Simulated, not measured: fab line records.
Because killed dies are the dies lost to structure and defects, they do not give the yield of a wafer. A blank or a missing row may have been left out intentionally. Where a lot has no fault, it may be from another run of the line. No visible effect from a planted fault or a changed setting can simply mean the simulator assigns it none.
Chamber matching || flow n5 finfet || N5_BEOL_M8_CURE_74 on uv cure-02: 3 sister chambers
The step cures SiCOH lowk, time 240 s. 3 wafers are shown with their chamber, then 8 later ones without.

== WAFERS WITH THEIR CHAMBER ==
{"wafer": "L083.5", "chamber": 2, "wafer_temp_C_max": 386.9}
{"wafer": "L084.5", "chamber": 1, "wafer_temp_C_max": 387.3}
{"wafer": "L089.2", "chamber": 0, "wafer_temp_C_max": 387.4}

== WAFERS WITH NO CHAMBER GIVEN ==
{"wafer": "L089.3", "wafer_temp_C_max": 388.6}
{"wafer": "L089.5", "wafer_temp_C_max": 388.0}
{"wafer": "L092.3", "wafer_temp_C_max": 387.4}
{"wafer": "L092.5", "wafer_temp_C_max": 387.6}
{"wafer": "L092.6", "wafer_temp_C_max": 387.4}
{"wafer": "L097.2", "wafer_temp_C_max": 389.5}
{"wafer": "L097.3", "wafer_temp_C_max": 387.2}
{"wafer": "L097.5", "wafer_temp_C_max": 387.7}

== WHICH CHAMBER EACH ONE RAN IN ==
{"wafer": "L089.3", "from the rows above": "can't be placed: 0 or 1 or 2", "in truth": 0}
{"wafer": "L089.5", "from the rows above": "can't be placed: 0 or 1 or 2", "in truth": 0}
{"wafer": "L092.3", "from the rows above": "can't be placed: 0 or 1 or 2", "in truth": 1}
{"wafer": "L092.5", "from the rows above": "can't be placed: 0 or 1 or 2", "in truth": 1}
{"wafer": "L092.6", "from the rows above": "can't be placed: 0 or 1 or 2", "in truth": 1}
{"wafer": "L097.2", "from the rows above": "can't be placed: 0 or 1 or 2", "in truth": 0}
{"wafer": "L097.3", "from the rows above": "can't be placed: 1 or 0 or 2", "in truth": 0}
{"wafer": "L097.5", "from the rows above": "can't be placed: 0 or 1 or 2", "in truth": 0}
Placed correctly: 0 of 8. Unplaceable from these rows: 8, with the true chamber sitting among the candidates in 8. Wrongly placed: 0.
How it was worked out, from the rows above alone: a wafer's distance from a chamber is the root of the sum, over the readings, of the square of ((its reading less the chamber's mean) divided by the reading's scatter). If the next closest chamber is less than 2 further off than the closest, the wafer can't be placed; otherwise it belongs to the closest. For every chamber, the mean is computed from those of its wafers that are shown. The scatter (one wafer shown for each chamber): square how far every hidden wafer sits from the nearest shown wafer, average those squares and take the square root.
